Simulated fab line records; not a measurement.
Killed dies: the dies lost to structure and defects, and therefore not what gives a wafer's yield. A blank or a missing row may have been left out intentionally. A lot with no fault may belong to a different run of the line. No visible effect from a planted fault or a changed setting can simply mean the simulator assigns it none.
Which tool did it? :: flow n5-finfet :: 72 wafers from 24 lots sampled at 4 of the route's 1938 steps

== WHAT EACH GAUGE READ, for each wafer ==
N5_BEOL_M2_CD_MEAS_35: target cd 18 nm, target cd y 22.2 nm. Usual: cd-nm reads 18.0 nm (standard deviation 0.43).
lot: L074
measured: day 6 13:23
on: cd-sem-03
cd-nm (nm): 18.9 18.0 17.7
flag: 

lot: L075
measured: day 7 03:38
on: cd-sem-02
cd-nm (nm): 18.0 18.4 18.3
flag: 

lot: L076
measured: day 7 03:30
on: cd-sem-01
cd-nm (nm): 18.3 18.1 17.7
flag: 

lot: L077
measured: day 7 12:16
on: cd-sem-01
cd-nm (nm): 18.0 17.7 18.5
flag: 

lot: L078
measured: day 7 21:55
on: cd-sem-03
cd-nm (nm): 18.0 17.5 17.9
flag: 

lot: L079
measured: day 7 21:56
on: cd-sem-01
cd-nm (nm): 18.3 17.5 18.5
flag: 

lot: L080
measured: day 8 04:03
on: cd-sem-03
cd-nm (nm): 18.4 17.8 18.2
flag: 

lot: L081
measured: day 8 11:17
on: cd-sem-03
cd-nm (nm): 17.2 17.3 17.6
flag: 

lot: L082
measured: day 8 11:34
on: cd-sem-02
cd-nm (nm): 18.6 18.1 18.5
flag: 

lot: L083
measured: day 9 01:10
on: cd-sem-02
cd-nm (nm): 18.6 18.1 17.9
flag: 

lot: L084
measured: day 9 02:12
on: cd-sem-01
cd-nm (nm): 17.8 18.1 17.9
flag: 

lot: L085
measured: day 9 15:38
on: cd-sem-03
cd-nm (nm): 18.2 18.0 18.1
flag: 

lot: L086
measured: day 9 20:14
on: cd-sem-02
cd-nm (nm): 18.2 18.0 18.2
flag: 

lot: L087
measured: day 10 03:53
on: cd-sem-01
cd-nm (nm): 17.4 17.8 18.0
flag: 

lot: L088
measured: day 10 04:44
on: cd-sem-02
cd-nm (nm): 17.5 18.2 18.0
flag: 

lot: L089
measured: day 10 11:42
on: cd-sem-02
cd-nm (nm): 16.8 17.9 17.8
flag: 

lot: L090
measured: day 10 18:41
on: cd-sem-03
cd-nm (nm): 18.3 18.5 19.0
flag: 

lot: L091
measured: day 10 21:29
on: cd-sem-02
cd-nm (nm): 18.9 18.7 18.1
flag: 

lot: L092
measured: day 11 01:00
on: cd-sem-02
cd-nm (nm): 17.3 16.9 17.3
flag: 

lot: L093
measured: day 11 08:17
on: cd-sem-03
cd-nm (nm): 17.8 17.7 17.7
flag: 

lot: L094
measured: day 12 01:49
on: cd-sem-02
cd-nm (nm): 17.6 17.4 18.3
flag: 

lot: L095
measured: day 12 07:14
on: cd-sem-01
cd-nm (nm): 18.3 17.8 17.7
flag: 

lot: L097
measured: day 12 10:46
on: cd-sem-02
cd-nm (nm): 18.6 18.0 17.3
flag: 

lot: L096
measured: day 12 15:02
on: cd-sem-03
cd-nm (nm): 18.9 17.8 18.9
flag: 

== EACH LOT AND THE TOOL THAT RAN IT (in order: tool; ch and the chambers of the sampled wafers; start) ==
lot: L074
N5_BEOL_M2_HM_DEP_02: pvd-sputter-02, day 6 09:16
N5_BEOL_M2_ETCH_64: rie-diel-04 ch 0,2,3, day 6 09:52
N5_BEOL_M2_ETCHBACK_99: rie-diel-01 ch 0,2,3, day 6 12:50

lot: L075
N5_BEOL_M2_HM_DEP_02: pvd-sputter-03, day 7 00:39
N5_BEOL_M2_ETCH_64: rie-diel-04 ch 0,1,2, day 7 01:39
N5_BEOL_M2_ETCHBACK_99: rie-diel-04 ch 0,1,2, day 7 03:05

lot: L076
N5_BEOL_M2_HM_DEP_02: pvd-sputter-03, day 7 00:46
N5_BEOL_M2_ETCH_64: rie-diel-01 ch 0,1,3, day 7 01:41
N5_BEOL_M2_ETCHBACK_99: rie-diel-01 ch 0,3, day 7 02:58

lot: L077
N5_BEOL_M2_HM_DEP_02: pvd-sputter-01, day 7 07:59
N5_BEOL_M2_ETCH_64: rie-diel-03 ch 0,2,3, day 7 08:34
N5_BEOL_M2_ETCHBACK_99: rie-diel-01 ch 0,1,3, day 7 11:43

lot: L078
N5_BEOL_M2_HM_DEP_02: pvd-sputter-03, day 7 15:30
N5_BEOL_M2_ETCH_64: rie-diel-01 ch 2,3, day 7 16:11
N5_BEOL_M2_ETCHBACK_99: rie-diel-03 ch 0,2, day 7 21:22

lot: L079
N5_BEOL_M2_HM_DEP_02: pvd-sputter-01, day 7 17:46
N5_BEOL_M2_ETCH_64: rie-diel-03 ch 1,2,3, day 7 18:29
N5_BEOL_M2_ETCHBACK_99: rie-diel-01 ch 0,2,3, day 7 21:24

lot: L080
N5_BEOL_M2_HM_DEP_02: pvd-sputter-01, day 7 22:59
N5_BEOL_M2_ETCH_64: rie-diel-01 ch 0,1,2, day 7 23:53
N5_BEOL_M2_ETCHBACK_99: rie-diel-04 ch 0,1,3, day 8 03:30

lot: L081
N5_BEOL_M2_HM_DEP_02: pvd-sputter-03, day 8 08:37
N5_BEOL_M2_ETCH_64: rie-diel-03 ch 1,3, day 8 09:20
N5_BEOL_M2_ETCHBACK_99: rie-diel-03 ch 0,1, day 8 10:44

lot: L082
N5_BEOL_M2_HM_DEP_02: pvd-sputter-01, day 8 08:52
N5_BEOL_M2_ETCH_64: rie-diel-03 ch 1,2, day 8 09:35
N5_BEOL_M2_ETCHBACK_99: rie-diel-01 ch 0,1,3, day 8 11:01

lot: L083
N5_BEOL_M2_HM_DEP_02: pvd-sputter-01, day 8 15:43
N5_BEOL_M2_ETCH_64: rie-diel-01 ch 0,1,2, day 8 16:19
N5_BEOL_M2_ETCHBACK_99: rie-diel-03 ch 0,3, day 9 00:38

lot: L084
N5_BEOL_M2_HM_DEP_02: pvd-sputter-02, day 8 20:46
N5_BEOL_M2_ETCH_64: rie-diel-03 ch 0,2, day 8 21:47
N5_BEOL_M2_ETCHBACK_99: rie-diel-01 ch 1,2, day 9 01:39

lot: L085
N5_BEOL_M2_HM_DEP_02: pvd-sputter-01, day 9 08:38
N5_BEOL_M2_ETCH_64: rie-diel-03 ch 0,2,3, day 9 10:08
N5_BEOL_M2_ETCHBACK_99: rie-diel-03 ch 0,1, day 9 15:05

lot: L086
N5_BEOL_M2_HM_DEP_02: pvd-sputter-02, day 9 13:14
N5_BEOL_M2_ETCH_64: rie-diel-03 ch 1,2,3, day 9 14:09
N5_BEOL_M2_ETCHBACK_99: rie-diel-01 ch 1,2,3, day 9 19:41

lot: L087
N5_BEOL_M2_HM_DEP_02: pvd-sputter-02, day 9 15:58
N5_BEOL_M2_ETCH_64: rie-diel-03 ch 0,2, day 9 16:57
N5_BEOL_M2_ETCHBACK_99: rie-diel-03 ch 0,1,3, day 10 03:20

lot: L088
N5_BEOL_M2_HM_DEP_02: pvd-sputter-02, day 10 00:16
N5_BEOL_M2_ETCH_64: rie-diel-03 ch 1,2,3, day 10 01:04
N5_BEOL_M2_ETCHBACK_99: rie-diel-03 ch 0,2, day 10 04:11

lot: L089
N5_BEOL_M2_HM_DEP_02: pvd-sputter-01, day 10 04:18
N5_BEOL_M2_ETCH_64: rie-diel-01 ch 0,2,3, day 10 05:38
N5_BEOL_M2_ETCHBACK_99: rie-diel-03 ch 0,1,3, day 10 11:09

lot: L090
N5_BEOL_M2_HM_DEP_02: pvd-sputter-03, day 10 14:19
N5_BEOL_M2_ETCH_64: rie-diel-03 ch 0,1, day 10 15:44
N5_BEOL_M2_ETCHBACK_99: rie-diel-01 ch 1,2,3, day 10 18:07

lot: L091
N5_BEOL_M2_HM_DEP_02: pvd-sputter-02, day 10 15:50
N5_BEOL_M2_ETCH_64: rie-diel-03 ch 0,2,3, day 10 16:46
N5_BEOL_M2_ETCHBACK_99: rie-diel-01 ch 1,2,3, day 10 20:56

lot: L092
N5_BEOL_M2_HM_DEP_02: pvd-sputter-01, day 10 21:41
N5_BEOL_M2_ETCH_64: rie-diel-01 ch 0,1,3, day 10 22:24
N5_BEOL_M2_ETCHBACK_99: rie-diel-03 ch 1,3, day 11 00:27

lot: L093
N5_BEOL_M2_HM_DEP_02: pvd-sputter-03, day 11 01:55
N5_BEOL_M2_ETCH_64: rie-diel-03 ch 1,2, day 11 02:54
N5_BEOL_M2_ETCHBACK_99: rie-diel-03 ch 0,1,2, day 11 07:44

lot: L094
N5_BEOL_M2_HM_DEP_02: pvd-sputter-03, day 11 15:26
N5_BEOL_M2_ETCH_64: rie-diel-01 ch 0,2,3, day 11 16:10
N5_BEOL_M2_ETCHBACK_99: rie-diel-04 ch 1,3, day 12 01:16

lot: L095
N5_BEOL_M2_HM_DEP_02: pvd-sputter-01, day 11 16:38
N5_BEOL_M2_ETCH_64: rie-diel-04 ch 1,2,3, day 11 17:14
N5_BEOL_M2_ETCHBACK_99: rie-diel-01 ch 1,3, day 12 06:41

lot: L097
N5_BEOL_M2_HM_DEP_02: pvd-sputter-02, day 12 05:22
N5_BEOL_M2_ETCH_64: rie-diel-01 ch 1,2,3, day 12 05:58
N5_BEOL_M2_ETCHBACK_99: rie-diel-01 ch 0,1,3, day 12 10:12

lot: L096
N5_BEOL_M2_HM_DEP_02: pvd-sputter-02, day 12 05:28
N5_BEOL_M2_ETCH_64: rie-diel-03 ch 0,3, day 12 06:04
N5_BEOL_M2_ETCHBACK_99: rie-diel-01 ch 1,2, day 12 14:29
- N5_BEOL_M2_HM_DEP_02: deposits TiN, target thk 20 nm.
- N5_BEOL_M2_ETCH_64: etches SOC in N2/H2, target depth 75 nm, overetch 22.5 nm, time 121.9 s.
- N5_BEOL_M2_ETCHBACK_99: etches SiO2 in CHF3, target depth 5 nm, time 10.4 s.

== AS READ BY THE TOOLS THEMSELVES (means over the sampled wafers that have a number; for cases with no such wafer, the mark the record gives instead) ==
N5_BEOL_M2_HM_DEP_02. Usual: throttle-valve-pct reads 29.7 % (standard deviation 0.92).
lot: L074
tool: pvd-sputter-02
throttle-valve-pct (%): 29.9
flag: 

lot: L075
tool: pvd-sputter-03
throttle-valve-pct (%): 29.3
flag: 

lot: L076
tool: pvd-sputter-03
throttle-valve-pct (%): 29.2
flag: 

lot: L077
tool: pvd-sputter-01
throttle-valve-pct (%): 29.8
flag: 

lot: L078
tool: pvd-sputter-03
throttle-valve-pct (%): 29.6
flag: 

lot: L079
tool: pvd-sputter-01
throttle-valve-pct (%): 30.3
flag: 

lot: L080
tool: pvd-sputter-01
throttle-valve-pct (%): 29.7
flag: 

lot: L081
tool: pvd-sputter-03
throttle-valve-pct (%): 28.6
flag: 

lot: L082
tool: pvd-sputter-01
throttle-valve-pct (%): 29.9
flag: 

lot: L083
tool: pvd-sputter-01
throttle-valve-pct (%): 29.7
flag: 

lot: L084
tool: pvd-sputter-02
throttle-valve-pct (%): 29.8
flag: 

lot: L085
tool: pvd-sputter-01
throttle-valve-pct (%): 29.9
flag: 

lot: L086
tool: pvd-sputter-02
throttle-valve-pct (%): 29.6
flag: 

lot: L087
tool: pvd-sputter-02
throttle-valve-pct (%): 29.2
flag: 

lot: L088
tool: pvd-sputter-02
throttle-valve-pct (%): 28.9
flag: 

lot: L089
tool: pvd-sputter-01
throttle-valve-pct (%): 29.9
flag: 

lot: L090
tool: pvd-sputter-03
throttle-valve-pct (%): 30.1
flag: 

lot: L091
tool: pvd-sputter-02
throttle-valve-pct (%): 29.9
flag: 

lot: L092
tool: pvd-sputter-01
throttle-valve-pct (%): 29.7
flag: 

lot: L093
tool: pvd-sputter-03
throttle-valve-pct (%): 29.8
flag: 

lot: L094
tool: pvd-sputter-03
throttle-valve-pct (%): 29.6
flag: 

lot: L095
tool: pvd-sputter-01
throttle-valve-pct (%): 30.3
flag: 

lot: L097
tool: pvd-sputter-02
throttle-valve-pct (%): 29.0
flag: 

lot: L096
tool: pvd-sputter-02
throttle-valve-pct (%): 30.0
flag: 

N5_BEOL_M2_ETCH_64. Usual: for drypump-motor-current-A, 5.7 A with a standard deviation of 0.45; for oes-product-au, 0.59 a.u. with a standard deviation of 0.062; for rf-fwd-power-W, 837.0 W with a standard deviation of 2.7; for rf-vpp-V, 525 V with a standard deviation of 3.1; for showerhead-plenum-p-Torr, 2.59 Torr with a standard deviation of 0.11; for temp-c, 40.01 C with a standard deviation of 0.12; for throttle-valve-pct, 17.9 % with a standard deviation of 0.31.
lot: L074
tool: rie-diel-04
drypump-motor-current-A (A): 5.2
oes-product-au (a.u.): 0.62
rf-fwd-power-W (W): 838.1
rf-vpp-V (V): 526
showerhead-plenum-p-Torr (Torr): 2.61
temp-c (C): 39.93
throttle-valve-pct (%): 17.7
flag: 

lot: L075
tool: rie-diel-04
drypump-motor-current-A (A): 5.5
oes-product-au (a.u.): 0.67
rf-fwd-power-W (W): 838.1
rf-vpp-V (V): 527
showerhead-plenum-p-Torr (Torr): 2.62
temp-c (C): 39.89
throttle-valve-pct (%): 17.7
flag: 

lot: L076
tool: rie-diel-01
drypump-motor-current-A (A): 6.0
oes-product-au (a.u.): 0.59
rf-fwd-power-W (W): 836.8
rf-vpp-V (V): 523
showerhead-plenum-p-Torr (Torr): 2.57
temp-c (C): 39.91
throttle-valve-pct (%): 17.9
flag: 

lot: L077
tool: rie-diel-03
drypump-motor-current-A (A): 6.0
oes-product-au (a.u.): 0.56
rf-fwd-power-W (W): 836.2
rf-vpp-V (V): 524
showerhead-plenum-p-Torr (Torr): 2.57
temp-c (C): 40.13
throttle-valve-pct (%): 18.0
flag: 

lot: L078
tool: rie-diel-01
drypump-motor-current-A (A): 5.5
oes-product-au (a.u.): 0.63
rf-fwd-power-W (W): 838.3
rf-vpp-V (V): 527
showerhead-plenum-p-Torr (Torr): 2.70
temp-c (C): 39.90
throttle-valve-pct (%): 18.1
flag: 

lot: L079
tool: rie-diel-03
drypump-motor-current-A (A): 5.6
oes-product-au (a.u.): 0.59
rf-fwd-power-W (W): 835.4
rf-vpp-V (V): 525
showerhead-plenum-p-Torr (Torr): 2.57
temp-c (C): 39.92
throttle-valve-pct (%): 17.7
flag: 

lot: L080
tool: rie-diel-01
drypump-motor-current-A (A): 5.8
oes-product-au (a.u.): 0.64
rf-fwd-power-W (W): 838.3
rf-vpp-V (V): 523
showerhead-plenum-p-Torr (Torr): 2.58
temp-c (C): 39.99
throttle-valve-pct (%): 17.8
flag: 

lot: L081
tool: rie-diel-03
drypump-motor-current-A (A): 5.3
oes-product-au (a.u.): 0.62
rf-fwd-power-W (W): 837.5
rf-vpp-V (V): 528
showerhead-plenum-p-Torr (Torr): 2.66
temp-c (C): 39.91
throttle-valve-pct (%): 17.6
flag: 

lot: L082
tool: rie-diel-03
drypump-motor-current-A (A): 5.5
oes-product-au (a.u.): 0.64
rf-fwd-power-W (W): 834.7
rf-vpp-V (V): 526
showerhead-plenum-p-Torr (Torr): 2.60
temp-c (C): 40.04
throttle-valve-pct (%): 17.4
flag: 

lot: L083
tool: rie-diel-01
drypump-motor-current-A (A): 5.8
oes-product-au (a.u.): 0.63
rf-fwd-power-W (W): 839.9
rf-vpp-V (V): 524
showerhead-plenum-p-Torr (Torr): 2.58
temp-c (C): 40.07
throttle-valve-pct (%): 17.8
flag: 

lot: L084
tool: rie-diel-03
drypump-motor-current-A (A): 6.1
oes-product-au (a.u.): 0.57
rf-fwd-power-W (W): 839.7
rf-vpp-V (V): 523
showerhead-plenum-p-Torr (Torr): 2.50
temp-c (C): 39.93
throttle-valve-pct (%): 17.9
flag: 

lot: L085
tool: rie-diel-03
drypump-motor-current-A (A): 6.0
oes-product-au (a.u.): 0.55
rf-fwd-power-W (W): 835.4
rf-vpp-V (V): 524
showerhead-plenum-p-Torr (Torr): 2.56
temp-c (C): 39.98
throttle-valve-pct (%): 18.1
flag: 

lot: L086
tool: rie-diel-03
drypump-motor-current-A (A): 5.6
oes-product-au (a.u.): 0.59
rf-fwd-power-W (W): 834.9
rf-vpp-V (V): 525
showerhead-plenum-p-Torr (Torr): 2.57
temp-c (C): 39.94
throttle-valve-pct (%): 17.7
flag: 

lot: L087
tool: rie-diel-03
drypump-motor-current-A (A): 6.2
oes-product-au (a.u.): 0.55
rf-fwd-power-W (W): 834.9
rf-vpp-V (V): 524
showerhead-plenum-p-Torr (Torr): 2.57
temp-c (C): 39.97
throttle-valve-pct (%): 18.1
flag: 

lot: L088
tool: rie-diel-03
drypump-motor-current-A (A): 5.6
oes-product-au (a.u.): 0.58
rf-fwd-power-W (W): 834.5
rf-vpp-V (V): 524
showerhead-plenum-p-Torr (Torr): 2.56
temp-c (C): 40.01
throttle-valve-pct (%): 17.7
flag: 

lot: L089
tool: rie-diel-01
drypump-motor-current-A (A): 5.7
oes-product-au (a.u.): 0.62
rf-fwd-power-W (W): 837.2
rf-vpp-V (V): 527
showerhead-plenum-p-Torr (Torr): 2.66
temp-c (C): 39.96
throttle-valve-pct (%): 18.0
flag: 

lot: L090
tool: rie-diel-03
drypump-motor-current-A (A): 5.9
oes-product-au (a.u.): 0.57
rf-fwd-power-W (W): 837.0
rf-vpp-V (V): 527
showerhead-plenum-p-Torr (Torr): 2.65
temp-c (C): 40.15
throttle-valve-pct (%): 18.0
flag: 

lot: L091
tool: rie-diel-03
drypump-motor-current-A (A): 6.0
oes-product-au (a.u.): 0.53
rf-fwd-power-W (W): 834.3
rf-vpp-V (V): 523
showerhead-plenum-p-Torr (Torr): 2.55
temp-c (C): 40.13
throttle-valve-pct (%): 18.1
flag: 

lot: L092
tool: rie-diel-01
drypump-motor-current-A (A): 6.0
oes-product-au (a.u.): 0.56
rf-fwd-power-W (W): 836.7
rf-vpp-V (V): 524
showerhead-plenum-p-Torr (Torr): 2.56
temp-c (C): 40.04
throttle-valve-pct (%): 18.0
flag: 

lot: L093
tool: rie-diel-03
drypump-motor-current-A (A): 5.5
oes-product-au (a.u.): 0.61
rf-fwd-power-W (W): 839.1
rf-vpp-V (V): 525
showerhead-plenum-p-Torr (Torr): 2.58
temp-c (C): 40.07
throttle-valve-pct (%): 17.5
flag: 

lot: L094
tool: rie-diel-01
drypump-motor-current-A (A): 5.7
oes-product-au (a.u.): 0.61
rf-fwd-power-W (W): 838.2
rf-vpp-V (V): 526
showerhead-plenum-p-Torr (Torr): 2.65
temp-c (C): 40.00
throttle-valve-pct (%): 18.0
flag: 

lot: L095
tool: rie-diel-04
drypump-motor-current-A (A): 5.3
oes-product-au (a.u.): 0.61
rf-fwd-power-W (W): 837.8
rf-vpp-V (V): 524
showerhead-plenum-p-Torr (Torr): 2.53
temp-c (C): 39.99
throttle-valve-pct (%): 17.8
flag: 

lot: L097
tool: rie-diel-01
drypump-motor-current-A (A): 5.5
oes-product-au (a.u.): 0.58
rf-fwd-power-W (W): 837.1
rf-vpp-V (V): 525
showerhead-plenum-p-Torr (Torr): 2.59
temp-c (C): 40.08
throttle-valve-pct (%): 18.1
flag: 

lot: L096
tool: rie-diel-03
drypump-motor-current-A (A): 6.1
oes-product-au (a.u.): 0.52
rf-fwd-power-W (W): 837.7
rf-vpp-V (V): 526
showerhead-plenum-p-Torr (Torr): 2.62
temp-c (C): 39.97
throttle-valve-pct (%): 18.3
flag: 

N5_BEOL_M2_ETCHBACK_99. Usual: for drypump-motor-current-A, 5.7 A with a standard deviation of 0.47; for mfc-ar-sccm, 200.0 sccm with a standard deviation of 0.6; for oes-product-au, 0.78 a.u. with a standard deviation of 0.086; for rf-fwd-power-W, 212.5 W with a standard deviation of 1.1; for rf-vpp-V, 244 V with a standard deviation of 7.1; for showerhead-plenum-p-Torr, 2.19 Torr with a standard deviation of 0.091; for throttle-valve-pct, 17.14 % with a standard deviation of 0.2.
lot: L074
tool: rie-diel-01
drypump-motor-current-A (A): 5.8
mfc-ar-sccm (sccm): 199.5
oes-product-au (a.u.): 0.76
rf-fwd-power-W (W): 213.1
rf-vpp-V (V): 245
showerhead-plenum-p-Torr (Torr): 2.16
throttle-valve-pct (%): 17.15
flag: 

lot: L075
tool: rie-diel-04
drypump-motor-current-A (A): 5.5
mfc-ar-sccm (sccm): 200.0
oes-product-au (a.u.): 0.88
rf-fwd-power-W (W): 212.6
rf-vpp-V (V): 240
showerhead-plenum-p-Torr (Torr): 2.24
throttle-valve-pct (%): 16.99
flag: 

lot: L076
tool: rie-diel-01
drypump-motor-current-A (A): 6.0
mfc-ar-sccm (sccm): 200.5
oes-product-au (a.u.): 0.77
rf-fwd-power-W (W): 212.5
rf-vpp-V (V): 253
showerhead-plenum-p-Torr (Torr): 2.22
throttle-valve-pct (%): 17.05
flag: 

lot: L077
tool: rie-diel-01
drypump-motor-current-A (A): 6.0
mfc-ar-sccm (sccm): 199.7
oes-product-au (a.u.): 0.77
rf-fwd-power-W (W): 213.6
rf-vpp-V (V): 245
showerhead-plenum-p-Torr (Torr): 2.17
throttle-valve-pct (%): 17.03
flag: 

lot: L078
tool: rie-diel-03
drypump-motor-current-A (A): 6.2
mfc-ar-sccm (sccm): 199.5
oes-product-au (a.u.): 0.74
rf-fwd-power-W (W): 211.7
rf-vpp-V (V): 243
showerhead-plenum-p-Torr (Torr): 2.17
throttle-valve-pct (%): 17.23
flag: 

lot: L079
tool: rie-diel-01
drypump-motor-current-A (A): 5.7
mfc-ar-sccm (sccm): 200.5
oes-product-au (a.u.): 0.86
rf-fwd-power-W (W): 213.6
rf-vpp-V (V): 247
showerhead-plenum-p-Torr (Torr): 2.25
throttle-valve-pct (%): 17.02
flag: 

lot: L080
tool: rie-diel-04
drypump-motor-current-A (A): 5.4
mfc-ar-sccm (sccm): 200.8
oes-product-au (a.u.): 0.82
rf-fwd-power-W (W): 212.8
rf-vpp-V (V): 236
showerhead-plenum-p-Torr (Torr): 2.16
throttle-valve-pct (%): 17.10
flag: 

lot: L081
tool: rie-diel-03
drypump-motor-current-A (A): 5.9
mfc-ar-sccm (sccm): 199.8
oes-product-au (a.u.): 0.77
rf-fwd-power-W (W): 211.7
rf-vpp-V (V): 245
showerhead-plenum-p-Torr (Torr): 2.25
throttle-valve-pct (%): 17.17
flag: 

lot: L082
tool: rie-diel-01
drypump-motor-current-A (A): 6.0
mfc-ar-sccm (sccm): 200.1
oes-product-au (a.u.): 0.76
rf-fwd-power-W (W): 213.5
rf-vpp-V (V): 245
showerhead-plenum-p-Torr (Torr): 2.16
throttle-valve-pct (%): 17.04
flag: 

lot: L083
tool: rie-diel-03
drypump-motor-current-A (A): 5.8
mfc-ar-sccm (sccm): 200.1
oes-product-au (a.u.): 0.69
rf-fwd-power-W (W): 211.2
rf-vpp-V (V): 249
showerhead-plenum-p-Torr (Torr): 2.22
throttle-valve-pct (%): 17.49
flag: 

lot: L084
tool: rie-diel-01
drypump-motor-current-A (A): 5.3
mfc-ar-sccm (sccm): 199.9
oes-product-au (a.u.): 0.87
rf-fwd-power-W (W): 212.6
rf-vpp-V (V): 239
showerhead-plenum-p-Torr (Torr): 2.21
throttle-valve-pct (%): 17.07
flag: 

lot: L085
tool: rie-diel-03
drypump-motor-current-A (A): 5.6
mfc-ar-sccm (sccm): 200.1
oes-product-au (a.u.): 0.82
rf-fwd-power-W (W): 211.9
rf-vpp-V (V): 247
showerhead-plenum-p-Torr (Torr): 2.26
throttle-valve-pct (%): 17.02
flag: 

lot: L086
tool: rie-diel-01
drypump-motor-current-A (A): 5.4
mfc-ar-sccm (sccm): 199.8
oes-product-au (a.u.): 0.79
rf-fwd-power-W (W): 212.5
rf-vpp-V (V): 245
showerhead-plenum-p-Torr (Torr): 2.19
throttle-valve-pct (%): 17.10
flag: 

lot: L087
tool: rie-diel-03
drypump-motor-current-A (A): 5.7
mfc-ar-sccm (sccm): 199.9
oes-product-au (a.u.): 0.75
rf-fwd-power-W (W): 211.8
rf-vpp-V (V): 247
showerhead-plenum-p-Torr (Torr): 2.24
throttle-valve-pct (%): 17.26
flag: 

lot: L088
tool: rie-diel-03
drypump-motor-current-A (A): 6.2
mfc-ar-sccm (sccm): 199.8
oes-product-au (a.u.): 0.72
rf-fwd-power-W (W): 211.9
rf-vpp-V (V): 242
showerhead-plenum-p-Torr (Torr): 2.17
throttle-valve-pct (%): 17.27
flag: 

lot: L089
tool: rie-diel-03
drypump-motor-current-A (A): 5.7
mfc-ar-sccm (sccm): 199.8
oes-product-au (a.u.): 0.75
rf-fwd-power-W (W): 211.5
rf-vpp-V (V): 249
showerhead-plenum-p-Torr (Torr): 2.24
throttle-valve-pct (%): 17.27
flag: 

lot: L090
tool: rie-diel-01
drypump-motor-current-A (A): 5.5
mfc-ar-sccm (sccm): 199.8
oes-product-au (a.u.): 0.78
rf-fwd-power-W (W): 213.0
rf-vpp-V (V): 245
showerhead-plenum-p-Torr (Torr): 2.18
throttle-valve-pct (%): 17.13
flag: 

lot: L091
tool: rie-diel-01
drypump-motor-current-A (A): 5.5
mfc-ar-sccm (sccm): 199.4
oes-product-au (a.u.): 0.77
rf-fwd-power-W (W): 212.2
rf-vpp-V (V): 244
showerhead-plenum-p-Torr (Torr): 2.18
throttle-valve-pct (%): 17.13
flag: 

lot: L092
tool: rie-diel-03
drypump-motor-current-A (A): 5.5
mfc-ar-sccm (sccm): 199.3
oes-product-au (a.u.): 0.73
rf-fwd-power-W (W): 210.6
rf-vpp-V (V): 252
showerhead-plenum-p-Torr (Torr): 2.23
throttle-valve-pct (%): 17.35
flag: 

lot: L093
tool: rie-diel-03
drypump-motor-current-A (A): 5.8
mfc-ar-sccm (sccm): 199.8
oes-product-au (a.u.): 0.77
rf-fwd-power-W (W): 212.5
rf-vpp-V (V): 244
showerhead-plenum-p-Torr (Torr): 2.18
throttle-valve-pct (%): 17.13
flag: 

lot: L094
tool: rie-diel-04
drypump-motor-current-A (A): 5.5
mfc-ar-sccm (sccm): 200.5
oes-product-au (a.u.): 0.83
rf-fwd-power-W (W): 212.0
rf-vpp-V (V): 234
showerhead-plenum-p-Torr (Torr): 2.09
throttle-valve-pct (%): 17.06
flag: 

lot: L095
tool: rie-diel-01
drypump-motor-current-A (A): 5.7
mfc-ar-sccm (sccm): 200.4
oes-product-au (a.u.): 0.70
rf-fwd-power-W (W): 213.8
rf-vpp-V (V): 250
showerhead-plenum-p-Torr (Torr): 2.15
throttle-valve-pct (%): 17.17
flag: 

lot: L097
tool: rie-diel-01
drypump-motor-current-A (A): 6.0
mfc-ar-sccm (sccm): 199.4
oes-product-au (a.u.): 0.72
rf-fwd-power-W (W): 212.4
rf-vpp-V (V): 246
showerhead-plenum-p-Torr (Torr): 2.15
throttle-valve-pct (%): 17.11
flag: 

lot: L096
tool: rie-diel-01
drypump-motor-current-A (A): 5.6
mfc-ar-sccm (sccm): 200.5
oes-product-au (a.u.): 0.75
rf-fwd-power-W (W): 213.1
rf-vpp-V (V): 238
showerhead-plenum-p-Torr (Torr): 2.12
throttle-valve-pct (%): 17.14
flag: 

== THE ANSWER, worked out from the rows above alone ==
Rule: take the mean of a lot's wafers that have a number; if it is more than 3 standard deviations from the usual mean, the lot is off. A lot without any number at a reading at which 4 lots or more have one is off too. Where the step has rows for the other lots, those lots are counted as sound. The gauges are gone through in route order, then the tools' own readings, and for those a lot's mean is taken as printed above. The first step at which some lot is off is used, and at that step the reading that is off furthest; a lot without a number counts as furthest.
Nothing can be told from this: no lot is off at any reading shown.

== WHAT WAS PUT IN BY THE SIMULATOR ==
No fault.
